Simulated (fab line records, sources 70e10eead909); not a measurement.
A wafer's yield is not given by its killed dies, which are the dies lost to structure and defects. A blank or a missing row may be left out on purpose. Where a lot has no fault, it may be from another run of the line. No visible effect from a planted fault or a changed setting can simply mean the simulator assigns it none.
Chamber matching || flow nand-harc || pecvd-02 running NHARC_A_STAIRCASE_DEP_156: 3 sister chambers
The step deposits SiNx, target thk 50 nm. 6 wafers are shown with their chamber, then 9 later ones without.

## WAFERS WITH THEIR CHAMBER
{"wafer": "L085.3", "chamber": 1, "heater-power-w (W)": 720}
{"wafer": "L086.4", "chamber": 0, "heater-power-w (W)": 768}
{"wafer": "L086.6", "chamber": 2, "heater-power-w (W)": 716}
{"wafer": "L087.3", "chamber": 1, "heater-power-w (W)": 730}
{"wafer": "L087.4", "chamber": 2, "heater-power-w (W)": 710}
{"wafer": "L087.6", "chamber": 0, "heater-power-w (W)": 717}

## WAFERS MISSING THEIR CHAMBER
{"wafer": "L089.1", "heater-power-w (W)": 724}
{"wafer": "L089.2", "heater-power-w (W)": 721}
{"wafer": "L089.6", "heater-power-w (W)": 721}
{"wafer": "L094.1", "heater-power-w (W)": 808}
{"wafer": "L094.2", "heater-power-w (W)": 758}
{"wafer": "L094.4", "heater-power-w (W)": 683}
{"wafer": "L095.2", "heater-power-w (W)": 729}
{"wafer": "L095.5", "heater-power-w (W)": 638}
{"wafer": "L095.6", "heater-power-w (W)": 801}

## CHAMBER TAKEN BY EACH
{"wafer": "L089.1", "from the rows above": "can't be placed: 1 or 2 or 0", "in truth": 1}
{"wafer": "L089.2", "from the rows above": "can't be placed: 1 or 2 or 0", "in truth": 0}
{"wafer": "L089.6", "from the rows above": "can't be placed: 1 or 2 or 0", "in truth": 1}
{"wafer": "L094.1", "from the rows above": "can't be placed: 0 or 1 or 2", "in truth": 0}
{"wafer": "L094.2", "from the rows above": "can't be placed: 0 or 1 or 2", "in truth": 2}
{"wafer": "L094.4", "from the rows above": "can't be placed: 2 or 1 or 0", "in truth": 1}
{"wafer": "L095.2", "from the rows above": "can't be placed: 1 or 0 or 2", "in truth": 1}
{"wafer": "L095.5", "from the rows above": "can't be placed: 2 or 1 or 0", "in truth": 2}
{"wafer": "L095.6", "from the rows above": "can't be placed: 0 or 1 or 2", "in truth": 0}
Correct placement for 0 of the 9. These rows do not allow placing 9 (true chamber among the candidates in 9). 0 placed wrongly.
How it was worked out, from the rows above alone: a wafer's distance from a chamber is the root of the sum, over the readings, of the square of ((its reading less the chamber's mean) divided by the reading's scatter). The wafer belongs to the nearest chamber; if the next one is less than 2 further off, it can't be placed. Each chamber's mean is taken over the wafers shown for it. How the scatter is found: for the shown wafers, subtract from each reading the mean of its chamber, square and add these, divide the total by (wafers less chambers), then take the root.
